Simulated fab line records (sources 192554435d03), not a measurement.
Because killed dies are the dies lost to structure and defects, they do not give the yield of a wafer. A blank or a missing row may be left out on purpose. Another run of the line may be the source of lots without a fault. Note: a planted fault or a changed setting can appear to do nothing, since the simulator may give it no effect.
Split-lot study | flow n5_finfet | route with 1938 steps; 7 lots, 21 wafers read

== ABOUT THE SPLIT ==
At N5_PASSIVATION_VIA_ETCH_13 (etches SiO2 in CHF3/O2, target depth 660 nm, time 330 s), the setting source_w was moved away from the recipe's 650 W on 12 of the 21 wafers read, by -14.6% to +15.6%. This setting was run at the recipe's value on the other wafers.

Reading taken at the split's own step.

== THE READING ==
rf_vpp_V, in V, at N5_PASSIVATION_VIA_ETCH_13 (etches SiO2 in CHF3/O2, target depth 660 nm, time 330 s). A value of 522 V with a standard deviation of 8.9 V is what fault-free wafers of this fab line usually give.

wafer  | tool, chamber at the split | source_w as run, W | against the recipe | rf_vpp_V, V | against lot-mates on the recipe
L078.1 | rie_diel-03, 3             | 555.3              | -14.6%             | 570         | +54
L078.4 | rie_diel-03, 2             | 650                | recipe             | 516         | -
L078.5 | rie_diel-03, 1             | 555.3              | -14.6%             | 562         | +46
L081.4 | rie_diel-03, 0             | 650                | recipe             | 523         | -
L081.5 | rie_diel-03, 3             | 734.4              | +13.0%             | 497         | -26
L081.6 | rie_diel-03, 2             | 734.4              | +13.0%             | 486         | -37
L082.1 | rie_diel-01, 0             | 650                | recipe             | 510         | -
L082.2 | rie_diel-01, 3             | 650                | recipe             | 539         | -
L082.6 | rie_diel-01, 3             | 650                | recipe             | 539         | -
L085.2 | rie_diel-06, 0             | 751.2              | +15.6%             | 475         | -42
L085.5 | rie_diel-06, 2             | 650                | recipe             | 517         | -
L085.6 | rie_diel-06, 1             | 751.2              | +15.6%             | 489         | -28
L090.1 | rie_diel-01, 3             | 557.1              | -14.3%             | 581         | +57
L090.3 | rie_diel-01, 1             | 650                | recipe             | 524         | -
L090.5 | rie_diel-01, 2             | 557.1              | -14.3%             | 564         | +40
L091.3 | rie_diel-01, 3             | 650                | recipe             | 538         | -
L091.4 | rie_diel-01, 1             | 650                | recipe             | 523         | -
L091.6 | rie_diel-01, 2             | 577.9              | -11.1%             | 554         | +24
L094.1 | rie_diel-01, 3             | 599.4              | -7.8%              | 561         | no lot-mate on the recipe
L094.2 | rie_diel-01, 2             | 599.4              | -7.8%              | 544         | no lot-mate on the recipe
L094.4 | rie_diel-01, 3             | 599.4              | -7.8%              | 561         | no lot-mate on the recipe

THE FIT
A straight line over all 21 wafers: rf_vpp_V changes by -2.92 V for each +1% of source_w; r = -0.95; the points scatter about the line by 9.4 V.
The same after taking each lot's own level away (the mean of its wafers on the recipe; 18 wafers): -2.8 V for each +1%; r = -0.95; scatter 9.4 V.
According to that fit, moving source_w by its largest amount changes the reading by 44 V.
Across the lots, their own levels run from 516.0 to 530.5 V, a range of 1.6 times the standard deviation given above.
So the lot-to-lot level changes the slope little: the two slopes agree.
Check: -40.2 V against its lot-mates is what the line predicts for one of the wafers moved furthest among these (+15.6%) when that wafer is left out of the fit. Against them it came out at -42 V.
Tool readings at the split's step, against how far the setting was moved: rf_vpp_V r = -0.95.

== OTHER SPLITS ON THESE WAFERS ==
Other splits were also applied to these wafers ahead of the reading. Each is held against what the fit with the lots' levels taken away leaves over:
other split on the same wafers   | wafers away from the commonest value | r with rf_vpp_V (lot level and that fit taken away)
N5_BEOL_M14_PEB_08 peb_temp_c    | 6                                    | +0.23
N5_BEOL_M15_EXPOSE_07 dose_mj    | 8                                    | -0.33
N5_BEOL_M15_DEP_53 time_s        | 9                                    | +0.09
N5_PASSIVATION_PEB_08 peb_time_s | as run: not given for these wafers   | -

== THE FILE'S OWN FIT ==
rf_vpp_V changes by -2.79 V for each +1% of source_w, r = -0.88.
